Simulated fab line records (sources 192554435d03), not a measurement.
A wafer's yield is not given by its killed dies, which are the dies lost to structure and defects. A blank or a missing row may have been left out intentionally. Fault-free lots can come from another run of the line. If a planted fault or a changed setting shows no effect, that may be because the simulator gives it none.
Code-filled problem report in 8D (eight disciplines) form -- flow n5_finfet -- the parts of the form that need people (team, actions taken, sign-off) are left out

## 1. WHAT IS WRONG
N5_BEOL_M4_OCD_MEAS_38, trench_depth_nm: mean 73.5 nm over 1 wafer from 1 lot; wafers with no fault: 55.0 nm, standard deviation 1. That puts it +18 standard deviations away from the usual mean.
First seen on wafer L265.1, day 11 00:40, on ocd-02. The record has a number at this step for 23 wafers belonging to 8 lots. Rule for "out" (also "out of limits"): further than 4 standard deviations from the usual mean. The rest of the wafers with a number are treated as sound.

## 2. WHAT IT IS, AND WHAT IT ISN'T
question,is,is not
which readings at this step,trench_depth_nm,-
which lots,L265,"L256, L257, L258, L261, L271, L273, L275"
which wafers of those lots,L265.1,L265.4
read on which gauges,ocd-02,ocd-01
when,from day 11 00:40,"up to then (13 sound wafers); but 9 sound wafers of L271, L273, L275 came after"

## 3. THE SUSPECTS, EACH WITH WHAT RULES IT OUT
Counting: a tool at a process step up to the reading stays a suspect if it ran every lot that is out. Sound lots after the first of them don't rule it out here, since some wafers of a struck lot are sound.
- the gauge at N5_BEOL_M4_OCD_MEAS_38: ruled out. All the wafers that are out were read on ocd-02, but those of them that N5_BEOL_M4_THK_MEAS_53 has rows for are out there too, on other tools.
- rie_diel-01 at N5_BEOL_M4_ETCHBACK_99 (etches SiO2 in CHF3, target depth 5 nm, time 10.4 s): kept. L265, the lot that is out, went through it at day 11 00:16; up to then, the latest sound lot through it was L258 at day 9 00:28.
- rie_diel-01 at N5_BEOL_M4_TRENCH_ETCH_37 (etches SiOC in C4F6/O2, target depth 55.555 nm, time 29.2 s): kept. L265, the lot that is out, went through it at day 11 00:31; up to then, the latest sound lot through it was L258 at day 9 00:43.
- At N5_BEOL_M4_ETCHBACK_99 on rie_diel-01, chamber 0 took the sound wafers of the same lots and chamber 3 took the wafers that are out.
- At N5_BEOL_M4_TRENCH_ETCH_37 on rie_diel-01, chamber 0 took the sound wafers of the same lots and chamber 3 took the wafers that are out.
Left after counting: rie_diel-01 at N5_BEOL_M4_ETCHBACK_99, rie_diel-01 at N5_BEOL_M4_TRENCH_ETCH_37.

## 4. THE CAUSE (what the simulator had put in)
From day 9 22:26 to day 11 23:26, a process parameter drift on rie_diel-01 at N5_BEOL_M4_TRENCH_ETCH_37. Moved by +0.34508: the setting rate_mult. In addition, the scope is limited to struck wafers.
2 suspects survive the count, and this tool is in that group.

## 5. THE EFFECT CHAIN, in route order
Each row: a reading whose mean over the struck wafers that have a number lies more than 3 standard deviations from the usual. Only readings for which the record gives a usual standard deviation are gone through. hours: the time from each lot's start at the first step in this table that gives one to its start at this step, as a median over the lots. sigmas: the change in usual standard deviations.
hours,step,reading,usual,on struck wafers,change,sigmas
0,N5_BEOL_M4_TRENCH_ETCH_37,oes_product_au,0.77 a.u.,1.02,+0.25,+3.5
0,N5_BEOL_M4_OCD_MEAS_38,trench_depth_nm,55.0 nm,73.5,+18.5,+18
4,N5_BEOL_M4_THK_MEAS_53,M4_THK,38.9 nm,56.7,+17.8,+11
4,N5_BEOL_M4_RS_MEAS_58,M4_RS,0.68 ohm/sq,0.42,-0.26,-7.0
4,N5_BEOL_M4_RC_MEAS_101,SERP_M4,194 ohm/um,143,-51,-3.4
4,N5_BEOL_M4_RC_MEAS_101,SERP_M4_max_site,207 ohm/um,153,-54,-3.2
Here are the process steps it includes:
- N5_BEOL_M4_TRENCH_ETCH_37: etches SiOC in C4F6/O2, target depth 55.555 nm, time 29.2 s.

## 6. HOW IT WOULD HAVE BEEN CAUGHT EARLIER
The first out-of-limits reading at a measuring or inspecting step in this record came at day 11 00:40, 26 hours after the fault's start at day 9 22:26.
Of the tool readings at N5_BEOL_M4_TRENCH_ETCH_37 for which the record gives a usual standard deviation, none was out on any struck wafer, so an alarm limit of 4 standard deviations on them would not have fired.
By day 11 00:40 the whole set of lots that are out, 1 in number, had already begun N5_BEOL_M4_TRENCH_ETCH_37 on rie_diel-01. None of them would have been spared by holding the tool at that moment.
